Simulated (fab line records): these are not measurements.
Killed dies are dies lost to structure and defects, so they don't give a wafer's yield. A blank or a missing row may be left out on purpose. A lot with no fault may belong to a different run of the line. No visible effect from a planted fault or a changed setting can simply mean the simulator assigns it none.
fab line records	flow nand-harc
record: lots: 12	wafers: 36	last-day: 24
route steps=1159 shown P_BONDPAD@372 A_M1@1051 A_BONDPAD@1073 THIN_TSV@1155 END@1159
lots untouched by any fault: they come from a run of this same line in which no faults occurred
start-h: start of the lot's first displayed wafer, in hours after the record's first day	wait-h: hours since the lot's step before	" repeats the value in the row above	L1.1+2: a single row standing in for several wafers	- no value, or no start given	* or withheld: withheld	< > ~ a bound
route shown NAME@n: names a module that has steps shown in the file, with the first one's number in the route	usual: the fault-free wafers' mean and standard deviation	same: alike in all rows	chamber/n: place in a boat	sites: per-site readings	_std_site: the standard deviation of these	_edge_site: inner sites' mean taken away from outer sites' mean	radius-mm: for every site, how far away it sits from the centre of the wafer	mask NAME#n: copy n	behind: tool/chamber where the wafer was last shaped	hold: what put the lot on hold/how long, in hours/how the hold closed	device: whichever transistor did not switch (one of n, p or np)	end of line: tests of these same wafers at the route's end	a step with no rows: only its recipe	killed: the dies lost at the first sort to structure and to defects; this is not the yield of the wafer	map: per-die view of a wafer (x killed, . not killed, _ where there is no die)
set.NAME: setting as actually run; set.NAME@STEP: the setting as run at that earlier step	model.NAME: the simulator's own value behind a step, which no gauge read
route steps across a sampled set of lots; one table per step, one row per wafer
services: from which hour (start-h, from the record's first day; less than 0 if before it) a tool's chamber was out of use, for how many hours, and why
== steps ==
step: NHARC_P_BONDPAD_ETCH_24
recipe: target-depth-a: 300	over-etch-frac: 0.3	time-s: 72.99	ion-energy-ev: 150	cf4-flow-sccm: 50	n2-flow-sccm: 100	ar-flow-sccm: 150	rf-w: 300	bias-w: 100	chemistry: CF4/N2
usual: bias-w: 99.95/0.29	cf4-flow-sccm: 49.99/0.15	drypump-motor-current-A: 5.8/0.32	oes-product-au: 0.998/0.012	rf-vpp-V: 313.9/1.4	showerhead-plenum-p-Torr: 2.60/0.065	throttle-valve-pct: 19.794/0.0088
same: over-etch-frac: 0.3
lot.wafer	tool	chamber	start-h	wait-h	bias-w	cf4-flow-sccm	drypump-motor-current-A	oes-product-au	rf-hours-counter-h	rf-vpp-V	showerhead-plenum-p-Torr	throttle-valve-pct
L594.3	rie-diel-03	3	140.31	-	99.95	49.99	6.1	1.001	9	316.6	2.64	19.786
L594.1	"	0	"	"	100.12	50.17	5.4	0.981	9	313.9	2.55	19.791
L594.2	"	1	"	"	100.14	49.95	6.0	0.993	9	312.5	2.55	19.813
L595.3	rie-diel-03	2	140.79	-	99.98	49.84	5.9	1.002	8	315.6	2.67	19.801
L595.2	"	0	"	"	99.42	49.97	5.4	0.973	9	311.8	2.55	19.792
L595.4	"	1	"	"	99.88	50.03	6.0	1.017	9	313.2	2.55	19.782
L596.2	rie-diel-01	3	147.55	-	99.48	49.87	5.5	1.003	0	311.9	2.50	19.790
L596.5	"	1	"	"	99.95	50.05	5.7	1.019	-	315.5	2.72	19.784
L596.6	"	2	"	"	99.63	50.03	5.9	1.012	-	315.9	2.61	19.798
L599.1	rie-diel-03	3	162.90	0.2	99.61	49.92	6.1	1.013	11	314.2	2.64	19.786
L599.4	"	1	"	"	99.65	50.18	6.0	1.003	-	312.6	2.55	19.810
L599.6	"	3	"	"	99.84	50.35	6.1	1.003	-	314.8	2.64	19.795
L601.2	rie-diel-03	3	173.94	-	100.18	49.70	6.1	0.994	11	313.6	2.64	19.781
L601.1	"	0	"	"	99.92	50.00	5.4	0.984	11	314.3	2.55	19.782
L601.5	"	1	"	"	100.15	49.97	6.0	1.007	-	311.4	2.55	19.790
L600.1	rie-diel-01	1	174.79	-	99.50	50.04	5.7	1.000	12	315.8	2.71	19.793
L600.5	"	2	"	"	100.10	49.96	5.9	0.984	-	313.3	2.61	19.789
L600.6	"	3	"	"	99.40	50.06	5.5	0.984	-	311.7	2.49	19.773
L603.1	rie-diel-03	0	182.81	-	100.43	50.05	5.4	0.984	12	312.0	2.55	19.797
L603.2	"	3	"	"	99.71	49.87	6.1	1.006	12	313.5	2.64	19.803
L603.5	"	0	"	"	99.75	49.93	5.4	0.974	-	312.7	2.55	19.804
L602.1	rie-diel-08	0	185.89	-	99.70	49.99	6.1	0.992	23	311.3	2.50	19.811
L602.2	"	1	"	"	99.55	50.14	5.0	1.001	21	312.7	2.57	19.799
L602.5	"	3	"	"	100.45	49.87	5.3	0.989	-	315.1	2.71	19.813
L604.4	rie-diel-01	1	186.82	-	99.37	49.99	5.7	1.015	16	316.5	2.71	19.777
L604.5	"	0	"	"	100.40	49.71	6.6	0.984	-	313.3	2.58	19.797
L604.6	"	1	"	"	99.89	50.05	5.7	1.003	-	315.3	2.71	19.806
L608.1	rie-diel-03	0	210.72	-	99.74	49.94	5.4	0.978	15	313.5	2.55	19.786
L608.4	"	3	"	"	100.29	50.03	6.0	1.005	15	315.3	2.64	19.792
L608.5	"	1	"	"	100.36	50.19	6.0	0.992	-	311.5	2.55	19.790
L609.1	rie-diel-03	1	226.11	-	99.51	49.82	6.0	1.000	0	313.4	2.54	19.799
L609.3	"	3	"	"	99.95	50.06	6.1	1.018	0	314.1	2.64	19.791
L609.6	"	1	"	"	99.79	49.67	6.0	1.001	-	312.9	2.55	19.789
L611.3	rie-diel-03	0	232.91	-	100.18	50.00	5.4	0.997	0	312.4	2.55	19.798
L611.1	"	2	"	"	99.59	50.02	5.9	0.999	0	315.0	2.67	19.795
L611.2	"	3	"	"	99.86	49.94	6.1	1.016	0	313.6	2.64	19.796
step: NHARC_A_M1_ANNEAL_31
recipe: temp-c: 225	time-s: 90
usual: anneal-temp-c: 224.98/0.17	wafer_temp_C_max: 225.88/0.25
lot.wafer	tool	chamber	start-h	wait-h	anneal-temp-c	wafer_temp_C_max
L595.2	rtp-anneal-02	0	411.31	0.4	224.75	226.01
L595.3	"	0	"	"	224.84	225.81
L595.4	"	0	"	"	225.07	225.86
L594.1	rtp-anneal-02	0	411.87	-	224.94	226.44
L594.2	"	0	"	"	225.01	225.82
L594.3	"	0	"	"	225.06	225.71
L599.1	rtp-anneal-01	0	429.68	-	224.97	225.86
L599.4	"	0	"	"	224.79	225.53
L599.6	"	0	"	"	225.05	225.74
L596.2	rtp-anneal-02	0	432.64	0.4	225.22	225.67
L596.5	"	0	"	"	225.00	225.88
L596.6	"	0	"	"	224.94	225.88
L604.4	rtp-anneal-01	0	446.96	-	225.05	226.01
L604.5	"	0	"	"	225.07	226.18
L604.6	"	0	"	"	224.99	225.81
L601.1	rtp-anneal-01	0	448.79	0.3	224.63	226.09
L601.2	"	0	"	"	224.92	226.07
L601.5	"	0	"	"	225.05	226.15
L600.1	rtp-anneal-02	0	450.36	0.3	224.99	225.97
L600.5	"	0	"	"	224.81	225.99
L600.6	"	0	"	"	225.06	226.35
L603.1	rtp-anneal-02	0	455.24	0.3	225.21	225.99
L603.2	"	0	"	"	224.72	225.60
L603.5	"	0	"	"	224.78	225.84
L602.1	rtp-anneal-01	0	459.92	0.4	225.00	225.79
L602.2	"	0	"	"	224.91	225.93
L602.5	"	0	"	"	224.77	225.88
L608.1	rtp-anneal-02	0	475.83	0.3	224.66	225.53
L608.4	"	0	"	"	224.72	225.93
L608.5	"	0	"	"	224.82	226.07
L611.1	rtp-anneal-02	0	516.79	0.3	225.07	226.40
L611.2	"	0	"	"	225.06	226.36
L611.3	"	0	"	"	225.04	225.82
L609.1	rtp-anneal-02	0	517.58	-	225.08	225.66
L609.3	"	0	"	"	224.90	225.80
L609.6	"	0	"	"	225.28	225.80
step: NHARC_A_BONDPAD_OVL_MEAS_35
usual: overlay-x-nm: -1/7.2	overlay-y-nm: -1/6.7
lot.wafer	tool	chamber	start-h	wait-h	overlay-x-nm	overlay-y-nm
L595.2	overlay-02	-	414.43	-	-4	6
L595.3	"	-	"	"	-4	7
L595.4	"	-	"	"	-4	6
L594.1	overlay-02	-	415.03	-	5	-1
L594.2	"	-	"	"	6	0
L594.3	"	-	"	"	5	0
L599.1	overlay-01	-	432.37	-	2	-12
L599.4	"	-	"	"	3	-11
L599.6	"	-	"	"	2	-12
L596.2	overlay-01	-	435.54	-	4	-6
L596.5	"	-	"	"	5	-6
L596.6	"	-	"	"	4	-7
L604.4	overlay-01	-	449.68	-	0	13
L604.5	"	-	"	"	0	13
L604.6	"	-	"	"	0	13
L601.1	overlay-01	-	451.63	-	-3	0
L601.2	"	-	"	"	-2	0
L601.5	"	-	"	"	-3	0
L600.1	overlay-02	-	453.13	-	-11	-3
L600.5	"	-	"	"	-11	-3
L600.6	"	-	"	"	-11	-3
L603.1	overlay-01	-	458.12	-	-11	-4
L603.2	"	-	"	"	-11	-3
L603.5	"	-	"	"	-11	-3
L602.1	overlay-02	-	462.89	-	-7	-1
L602.2	"	-	"	"	-8	-2
L602.5	"	-	"	"	-7	-1
L608.1	overlay-01	-	478.67	-	-1	-4
L608.4	"	-	"	"	-2	-4
L608.5	"	-	"	"	-2	-4
L611.1	overlay-01	-	519.63	-	-6	-7
L611.2	"	-	"	"	-7	-7
L611.3	"	-	"	"	-6	-7
L609.1	overlay-02	-	520.58	-	0	-17
L609.3	"	-	"	"	0	-17
L609.6	"	-	"	"	0	-17
step: NHARC_THIN_TSV_CD_MEAS_37
usual: cd-nm: 5000/4.3
lot.wafer	tool	chamber	start-h	wait-h	cd-nm
L595.2	cd-sem-02	-	438.36	-	5006
L595.3	"	-	"	"	4999
L595.4	"	-	"	"	5002
L594.1	cd-sem-01	-	440.87	-	4999
L594.2	"	-	"	"	4994
L594.3	"	-	"	"	5000
L599.1	cd-sem-02	-	455.82	-	5008
L599.4	"	-	"	"	5005
L599.6	"	-	"	"	5006
L596.2	cd-sem-03	-	457.02	-	5003
L596.5	"	-	"	"	5002
L596.6	"	-	"	"	5001
L601.1	cd-sem-01	-	474.45	-	5004
L601.2	"	-	"	"	4997
L601.5	"	-	"	"	5004
L604.4	cd-sem-03	-	476.16	-	5000
L604.5	"	-	"	"	5004
L604.6	"	-	"	"	4999
L600.1	cd-sem-02	-	476.74	-	4999
L600.5	"	-	"	"	5002
L600.6	"	-	"	"	4999
L603.1	cd-sem-02	-	480.86	-	4995
L603.2	"	-	"	"	4991
L603.5	"	-	"	"	4994
L602.1	cd-sem-01	-	488.32	-	4997
L602.2	"	-	"	"	4996
L602.5	"	-	"	"	5001
L608.1	cd-sem-01	-	503.57	-	5002
L608.4	"	-	"	"	5000
L608.5	"	-	"	"	4996
L611.1	cd-sem-02	-	546.49	-	5006
L611.2	"	-	"	"	5009
L611.3	"	-	"	"	5000
L609.1	cd-sem-02	-	549.72	-	4993
L609.3	"	-	"	"	5006
L609.6	"	-	"	"	4999
step: NHARC_END_SORT_01
recipe: temp-c: 25
usual: defect-limited-yield: 95.5/1.4	killed-at-array: 26/9.1	killed-at-other: 0.7/0.9	killed-at-periphery: 3.6/2.8	killed-dies: 30/9.2	killed-open: 3.0/1.9	killed-short: 2.0/1.4	sort_bin_2_pct: 1.4/0.6	sort_bin_3_pct: 0.23/0.17	sort_bin_4_pct: 2.8/0.92	sort-n-pass: 647/9.2	sort-rim-yield-pct: 95.9/2.1	sort-yield-pct: 95.5/1.4
same: gross-dies: 677	sort_bin_5_pct[%]: 0	sort_bin_6_pct[%]: 0	sort_bin_7_pct[%]: 0	sort_bin_8_pct[%]: 0	sort-rim-n-gross: 106.00
lot.wafer	tool	chamber	start-h	wait-h	defect-limited-yield[%]	killed-at-array	killed-at-other	killed-at-periphery	killed-dies	killed-open	killed-short	sort_bin_2_pct[%]	sort_bin_3_pct[%]	sort_bin_4_pct[%]	sort-n-pass	sort-rim-yield-pct[%]	sort-yield-pct[%]
L608.1	prober-01	0	512.37	2.5	89.4	31	0	41	72	0	3	3.2	1.92	5.5	605	83.0	89.4
L608.4	prober-01	0	514.77	3.4	83.3	33	0	80	113	1	1	7.5	2.66	6.5	564	93.4	83.3
L608.5	prober-01	0	515.56	3.7	91.1	29	1	30	60	1	2	3.1	0.89	4.9	617	88.7	91.1
L611.1	prober-02	0	553.92	2.5	91.4	26	1	31	58	3	1	2.8	1.92	3.8	619	85.8	91.4
L611.2	prober-02	0	554.71	2.8	84.2	29	1	77	107	2	3	6.6	2.36	6.8	570	94.3	84.2
L611.3	prober-02	0	555.50	3.1	88.8	36	0	40	76	4	2	4.1	1.92	5.2	601	81.1	88.8
L609.1	prober-01	0	561.74	2.5	89.7	26	0	44	70	4	0	4.0	1.92	4.4	607	87.7	89.7
L609.3	prober-01	0	563.36	3.1	87.6	11	0	73	84	2	3	5.8	2.07	4.6	593	96.2	87.6
L609.6	prober-01	0	565.79	4.0	90.1	22	1	44	67	1	1	3.8	1.33	4.7	610	85.8	90.1
killed by level:class
L608.1 P_BONDPAD:unspecified=40 A_SLIT:chamber-film-flake=13 A_CONTACT:chamber-film-flake=7 A_CHANNEL_HOLE_D1:chamber-film-flake=6 A_STAIRCASE:chamber-film-flake=3 P_M0:geometric-particle:short=1 A_ONON_D1:geometric-particle:short=1 A_WL_FILL:geometric-particle:short=1
L608.4 P_BONDPAD:unspecified=79 A_SLIT:chamber-film-flake=12 A_CONTACT:chamber-film-flake=7 A_CHANNEL_HOLE_D1:chamber-film-flake=4 A_STAIRCASE:chamber-film-flake=4 A_WL_FILL:chamber-film-flake=3 A_WL_FILL:geometric-particle:short=1 A_BLC:geometric-particle:open=1
L608.5 P_BONDPAD:unspecified=27 A_SLIT:chamber-film-flake=9 A_STAIRCASE:chamber-film-flake=7 A_CONTACT:chamber-film-flake=5 A_CHANNEL_HOLE_D1:chamber-film-flake=4 P_GATE:chamber-film-flake=2 A_SOURCE_PLATE:geometric-particle:open=1 A_ONON_D1:geometric-particle:short=1
L611.1 P_BONDPAD:unspecified=31 A_SLIT:chamber-film-flake=13 A_CHANNEL_HOLE_D1:chamber-film-flake=5 A_CONTACT:chamber-film-flake=4 A_ONON_D1:geometric-particle:open=1 A_SGD_CUT:geometric-particle:open=1 A_CONTACT:geometric-particle:short=1 A_CONTACT:geometric-particle:open=1
L611.2 P_BONDPAD:unspecified=76 A_SLIT:chamber-film-flake=15 A_CHANNEL_HOLE_D1:chamber-film-flake=5 A_CONTACT:chamber-film-flake=4 A_SGD_CUT:geometric-particle:short=2 A_SOURCE_PLATE:geometric-particle:open=1 A_WL_FILL:geometric-particle:short=1 A_WL_FILL:geometric-particle:open=1
L611.3 P_BONDPAD:unspecified=36 A_SLIT:chamber-film-flake=19 A_CHANNEL_HOLE_D1:chamber-film-flake=10 A_CONTACT:chamber-film-flake=3 P_STI:geometric-particle:open=1 P_GATE:geometric-particle:short=1 P_M1:geometric-particle:open=1 A_ONON_D1:geometric-particle:open=1
L609.1 P_BONDPAD:unspecified=35 A_CHANNEL_HOLE_D1:chamber-film-flake=19 P_BONDPAD:chamber-film-flake=5 A_CONTACT:chamber-film-flake=4 A_M0:geometric-particle:open=2 P_M1:chamber-film-flake=2 P_CONTACT:geometric-particle:open=1 A_CONTACT:geometric-particle:open=1
L609.3 P_BONDPAD:unspecified=66 A_CHANNEL_HOLE_D1:chamber-film-flake=5 P_BONDPAD:chamber-film-flake=3 A_CONTACT:chamber-film-flake=3 P_GATE:geometric-particle:short=1 P_CONTACT:geometric-particle:open=1 A_CHANNEL_HOLE_D1:geometric-particle:short=1 A_SGD_CUT:geometric-particle:open=1
L609.6 P_BONDPAD:unspecified=36 A_CHANNEL_HOLE_D1:chamber-film-flake=19 P_BONDPAD:chamber-film-flake=3 P_ZERO_WELL:chamber-film-flake=2 P_CONTACT:geometric-particle:open=1 P_CONTACT:geometric-particle:short=1 P_M1:chamber-film-flake=1 A_WL_FILL:chamber-film-flake=1
== services ==
tool	chamber	start-h	hours	kind
rie-diel-03	0	120.91	-	clean
rie-diel-03	1	120.91	-	clean
rie-diel-08	-	124.82	9.0	pm
rie-diel-03	2	127.68	7.1	repair
rie-diel-01	-	137.95	9.0	pm
rie-diel-03	2	155.35	11.9	repair
rie-diel-08	2	167.35	5.3	repair
rie-diel-03	3	198.12	6.9	repair
rie-diel-01	3	200.12	7.1	repair
rie-diel-01	-	206.29	0.6	repair
rie-diel-03	-	215.31	9.0	pm
rie-diel-08	0	240.17	12.9	repair
rie-diel-01	3	256.86	8.8	repair
rtp-anneal-02	-	300.00	12.0	pm
rie-diel-08	-	301.82	9.0	pm
rie-diel-01	-	314.97	9.0	pm
rie-diel-08	0	318.40	14.4	repair
rie-diel-08	1	331.54	11.2	repair
rie-diel-03	-	392.37	9.0	pm
rie-diel-08	-	478.82	9.0	pm
rie-diel-01	2	489.91	1.6	repair
rie-diel-01	-	491.97	9.0	pm
rie-diel-08	0	503.22	3.3	repair
rie-diel-08	-	509.28	0.1	repair
== key ==
first-sign: step: NHARC_END_SORT_01	reading: killed-at-periphery	direction: up	sigmas: 17	usual: 3.6	struck: 51.1
effect: step: NHARC_END_SORT_01	reading: defect-limited-yield	direction: down	sigmas: 5.2	usual: 95.5	struck: 88.4
more-kills-born-at: NHARC_P_BONDPAD_ETCH_24@rie-diel-03: 421
met-at NHARC_P_BONDPAD_ETCH_24
struck-lots L608,L609,L611
not-acting-at NHARC_A_M1_ANNEAL_31,NHARC_A_BONDPAD_OVL_MEAS_35,NHARC_THIN_TSV_CD_MEAS_37
onset-between 182.81 210.72
also-fits time
fault: kind: chamber-particle-source	tool: rie-diel-03	chamber: -	onset-h: 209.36	steps: NHARC_P_BONDPAD_ETCH_24	rate-per-visit-cm2: 0.48092	end-h: 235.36
